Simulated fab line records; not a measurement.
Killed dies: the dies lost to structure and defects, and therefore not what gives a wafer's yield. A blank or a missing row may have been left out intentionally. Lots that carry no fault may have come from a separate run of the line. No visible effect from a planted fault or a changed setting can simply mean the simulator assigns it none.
What tool caused it?	flow n5 finfet	22 lots with 66 wafers sampled at 2 steps, on a route of 1938 steps

== WHAT EACH GAUGE READ, for each wafer ==
N5_FIN_CUT_INSPECT_17: inspects for defects (brightfield). Usual: raw defect count 248, standard deviation 68.
lot	measured	on	raw defect count	flag
L074	day 2 03:38	defect inspect-02	255 285 283	
L076	day 2 16:14	defect inspect-01	276 168 246	
L077	day 2 22:10	defect inspect-01	207 186 192	
L078	day 3 03:36	defect inspect-02	216 285 215	
L079	day 3 09:43	defect inspect-01	179 331 317	
L080	day 3 15:52	defect inspect-02	273 205 256	
L081	day 3 21:40	defect inspect-01	202 183 126	
L082	day 4 03:54	defect inspect-01	254 222 297	
L083	day 4 09:58	defect inspect-02	147 188 145	
L084	day 4 16:32	defect inspect-02	271 212 281	
L085	day 5 01:04	defect inspect-02	219 178 239	
L086	day 5 05:33	defect inspect-01	473 266 434	
L087	day 5 12:50	defect inspect-01	191 173 215	
L088	day 5 20:53	defect inspect-02	321 161 208	
L089	day 5 23:52	defect inspect-02	267 295 198	
L090	day 6 03:26	defect inspect-01	335 256 294	
L091	day 6 09:44	defect inspect-02	301 341 449	
L093	day 6 21:51	defect inspect-02	233 176 201	
L094	day 7 04:52	defect inspect-02	260 260 240	
L095	day 7 09:57	defect inspect-01	439 232 273	
L096	day 7 15:46	defect inspect-01	223 196 232	
L097	day 7 22:35	defect inspect-02	172 235 165	

== TOOL THAT RAN EACH LOT (tool first, then ch and the chambers of the sampled wafers, then the start) ==
lot	N5_FIN_CUT_STRIP_24
L074	rie diel-03 ch 0,3, day 2 03:08
L076	rie diel-01 ch 1,2,3, day 2 15:44
L077	rie diel-04 ch 0,1,3, day 2 21:37
L078	rie diel-01 ch 0,1,2, day 3 03:06
L079	rie diel-04 ch 0,1, day 3 09:13
L080	rie diel-03 ch 1,2,3, day 3 15:23
L081	rie diel-04 ch 0,2,3, day 3 21:05
L082	rie diel-01 ch 0,1,3, day 4 03:24
L083	rie diel-01 ch 1,2, day 4 09:28
L084	rie diel-03 ch 0,1, day 4 16:02
L085	rie diel-04 ch 0,2,3, day 4 23:49
L086	rie diel-04 ch 0,1,2, day 5 04:55
L087	rie diel-03 ch 0,2,3, day 5 12:21
L088	rie diel-03 ch 2,3, day 5 20:09
L089	rie diel-01 ch 0,1, day 5 23:22
L090	rie diel-04 ch 2,3, day 6 02:56
L091	rie diel-01 ch 0,2,3, day 6 09:14
L093	rie diel-01 ch 0,2, day 6 21:11
L094	rie diel-01 ch 2,3, day 7 04:22
L095	rie diel-03 ch 1,2, day 7 09:22
L096	rie diel-03 ch 0,2, day 7 15:16
L097	rie diel-01 ch 1,2,3, day 7 22:06
- N5_FIN_CUT_STRIP_24: strips in CF4.

== WHAT THE TOOLS THEMSELVES READ (means of the sampled wafers that have a number; where no wafer has one, the mark that the record gives instead) ==
N5_FIN_CUT_STRIP_24. Usual: bias power w is 74.98 W with standard deviation 0.23, chamber pressure mTorr is 50.00 mTorr with standard deviation 0.048, drypump motor current A is 5.63 A with standard deviation 0.3, oes product au is 0.78 a.u. with standard deviation 0.053, rf vpp V is 270.0 V with standard deviation 1.7, showerhead plenum p Torr is 1.75 Torr with standard deviation 0.067, and throttle valve pct is 13.44 % with standard deviation 0.21.
lot	tool	bias power w (W)	chamber pressure mTorr (mTorr)	drypump motor current A (A)	oes product au (a.u.)	rf vpp V (V)	showerhead plenum p Torr (Torr)	throttle valve pct (%)	flag
L074	rie diel-03	74.97	50.03	5.39	0.79	268.6	1.70	13.58	
L076	rie diel-01	75.11	50.04	5.73	0.79	271.4	1.79	13.41	
L077	rie diel-04	74.82	50.02	5.43	0.76	270.1	1.75	13.53	
L078	rie diel-01	75.21	50.01	5.79	0.81	271.9	1.84	13.22	
L079	rie diel-04	75.02	49.97	5.15	0.72	270.1	1.76	13.64	
L080	rie diel-03	75.13	50.05	5.60	0.83	269.2	1.72	13.40	
L081	rie diel-04	75.12	49.98	5.67	0.76	269.5	1.73	13.41	
L082	rie diel-01	75.04	50.01	5.72	0.79	271.1	1.79	13.40	
L083	rie diel-01	74.84	50.00	5.81	0.79	272.1	1.83	13.26	
L084	rie diel-03	75.02	49.96	5.67	0.83	269.0	1.71	13.46	
L085	rie diel-04	75.03	50.03	5.69	0.75	269.1	1.72	13.43	
L086	rie diel-04	75.22	49.98	5.37	0.74	269.0	1.72	13.62	
L087	rie diel-03	74.99	49.98	5.37	0.76	268.5	1.69	13.55	
L088	rie diel-03	75.10	50.04	5.37	0.76	269.1	1.68	13.48	
L089	rie diel-01	74.84	49.97	5.80	0.80	272.2	1.84	13.26	
L090	rie diel-04	75.13	49.96	5.94	0.78	269.8	1.71	13.34	
L091	rie diel-01	74.92	49.95	5.66	0.79	269.7	1.76	13.38	
L093	rie diel-01	75.05	50.00	5.71	0.80	271.7	1.81	13.24	
L094	rie diel-01	74.77	50.03	5.61	0.77	269.2	1.71	13.58	
L095	rie diel-03	74.99	49.98	5.64	0.82	268.4	1.69	13.35	
L096	rie diel-03	75.14	49.93	5.42	0.77	267.8	1.66	13.47	
L097	rie diel-01	74.91	50.00	5.74	0.76	270.9	1.78	13.48	

== THE ANSWER, worked out from the rows above alone ==
Rule: a lot counts as off when the mean over its wafers that have a number is more than 3 standard deviations away from the usual mean. A lot without any number at a reading at which 4 lots or more have one is off too. All remaining lots with rows at the step are treated as sound. First the gauges in route order, then the tools' own readings, where a lot's mean is used as printed above. At the first step where some lot is off, the reading lying furthest off is the one used; lots without a number count as furthest.
No lot is off at any reading shown: from this, nothing can be told.

== WHAT WAS PUT IN BY THE SIMULATOR ==
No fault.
